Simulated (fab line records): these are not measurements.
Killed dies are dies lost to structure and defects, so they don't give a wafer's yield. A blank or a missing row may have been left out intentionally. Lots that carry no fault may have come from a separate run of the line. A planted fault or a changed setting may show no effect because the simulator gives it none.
Matching of chambers :: flow n5 finfet :: cmp-04 running N5_MOL_CONTACT_COAG_CMP_23: 4 sister chambers
The step polishes, stops on SiO2, t overpolish 1.5 s, target thk 0 nm. 8 wafers are shown with their chamber, then 9 later ones without.

WAFERS, EACH WITH ITS CHAMBER
wafer: L075.4
chamber: 1
motor current A (A): 7.4
time to endpoint s (s): 9.4

wafer: L079.1
chamber: 2
motor current A (A): 6.6
time to endpoint s (s): 15.6

wafer: L079.4
chamber: 0
motor current A (A): 8.7
time to endpoint s (s): 11.4

wafer: L084.2
chamber: 1
motor current A (A): 7.0
time to endpoint s (s): 7.7

wafer: L084.3
chamber: 0
motor current A (A): 8.9
time to endpoint s (s): 9.5

wafer: L091.3
chamber: 3
motor current A (A): 7.9
time to endpoint s (s): 9.9

wafer: L091.4
chamber: 2
motor current A (A): 7.1
time to endpoint s (s): 14.1

wafer: L091.6
chamber: 3
motor current A (A): 8.2
time to endpoint s (s): 9.3

WAFERS WITH NO CHAMBER GIVEN
wafer: L092.3
motor current A (A): 8.7
time to endpoint s (s): 10.2

wafer: L092.4
motor current A (A): 8.2
time to endpoint s (s): 7.7

wafer: L092.6
motor current A (A): 7.7
time to endpoint s (s): 9.8

wafer: L093.3
motor current A (A): 6.9
time to endpoint s (s): 10.5

wafer: L093.4
motor current A (A): 7.2
time to endpoint s (s): 8.0

wafer: L093.6
motor current A (A): 9.2
time to endpoint s (s): 6.3

wafer: L095.2
motor current A (A): 7.5
time to endpoint s (s): 11.0

wafer: L095.4
motor current A (A): 8.2
time to endpoint s (s): 10.5

wafer: L095.6
motor current A (A): 7.1
time to endpoint s (s): 14.8

WHICH CHAMBER EACH ONE RAN IN
wafer: L092.3
from the rows above: 0
in truth: 0

wafer: L092.4
from the rows above: can't be placed: 3 or 0
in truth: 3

wafer: L092.6
from the rows above: can't be placed: 3 or 1
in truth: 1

wafer: L093.3
from the rows above: can't be placed: 1 or 2
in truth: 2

wafer: L093.4
from the rows above: 1
in truth: 1

wafer: L093.6
from the rows above: can't be placed: 0 or 3
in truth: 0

wafer: L095.2
from the rows above: can't be placed: 3 or 1 or 2
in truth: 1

wafer: L095.4
from the rows above: can't be placed: 3 or 0
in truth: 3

wafer: L095.6
from the rows above: 2
in truth: 2
3 of 9 placed correctly. Unplaceable from these rows: 6, with the true chamber sitting among the candidates in 6. Placed wrongly: 0.
How it was worked out, from the rows above alone: a wafer's distance from a chamber is the root of the sum, over the readings, of the square of ((its reading less the chamber's mean) divided by the reading's scatter). If the next closest chamber is less than 2 further off than the closest, the wafer can't be placed; otherwise it belongs to the closest. The mean given for a chamber averages the wafers shown for that chamber. How the scatter is found: for the shown wafers, subtract from each reading the mean of its chamber, square and add these, divide the total by (wafers less chambers), then take the root.
